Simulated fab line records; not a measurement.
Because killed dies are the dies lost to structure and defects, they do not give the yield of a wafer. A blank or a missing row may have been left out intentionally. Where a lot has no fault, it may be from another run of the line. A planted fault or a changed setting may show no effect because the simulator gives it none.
Chamber matching | flow n5_finfet | N5_BEOL_M0_SAQP_ALD_48 on ald_sin-03 has 4 sister chambers
The step deposits SiO2, target thk 20 nm, pulse time 1 s, co reactant pulse time 1 s. 8 wafers are shown with their chamber, then 11 later ones without.

== EACH WAFER AND ITS CHAMBER ==
wafer  | chamber | heater_power_w (W) | precursor_pulse_height_rel
L078.3 | 0       | 87                 | 1.018
L087.2 | 1       | 71                 | 1.013
L087.4 | 0       | 88                 | 0.992
L088.5 | 3       | 84                 | 0.991
L089.1 | 3       | 84                 | 0.983
L089.2 | 1       | 71                 | 1.009
L089.6 | 2       | 87                 | 0.997
L090.1 | 2       | 89                 | 0.964

== WAFERS WITH NO CHAMBER GIVEN ==
wafer  | heater_power_w (W) | precursor_pulse_height_rel
L090.4 | 83                 | 0.998
L090.5 | 71                 | 0.997
L091.3 | 86                 | 0.971
L091.4 | 70                 | 0.999
L091.5 | 89                 | 1.033
L093.3 | 87                 | 1.016
L093.4 | 85                 | 0.997
L093.6 | 85                 | 0.963
L094.1 | 70                 | 0.969
L094.4 | 87                 | 1.007
L094.5 | 84                 | 1.012

== THE CHAMBER EACH PASSED THROUGH ==
wafer  | from the rows above          | in truth
L090.4 | 3                            | 3
L090.5 | 1                            | 1
L091.3 | can't be placed: 2 or 3 or 0 | 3
L091.4 | 1                            | 1
L091.5 | can't be placed: 0 or 2      | 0
L093.3 | can't be placed: 0 or 2      | 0
L093.4 | can't be placed: 3 or 0      | 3
L093.6 | can't be placed: 3 or 2      | 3
L094.1 | 1                            | 1
L094.4 | can't be placed: 0 or 2      | 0
L094.5 | 3                            | 3
Correctly placed: 5 of 11. Cannot be placed on the basis of these rows: 6; the candidates contain the true chamber in 6. Wrongly placed: 0.
How it was worked out, from the rows above alone: a wafer's distance from a chamber is the root of the sum, over the readings, of the square of ((its reading less the chamber's mean) divided by the reading's scatter). The wafer belongs to the nearest chamber; if the next one is less than 2 further off, it can't be placed. For every chamber, the mean is computed from those of its wafers that are shown. The scatter: take each reading less its chamber's mean, square it, sum over the shown wafers, divide by the number of wafers less the number of chambers, and take the root.
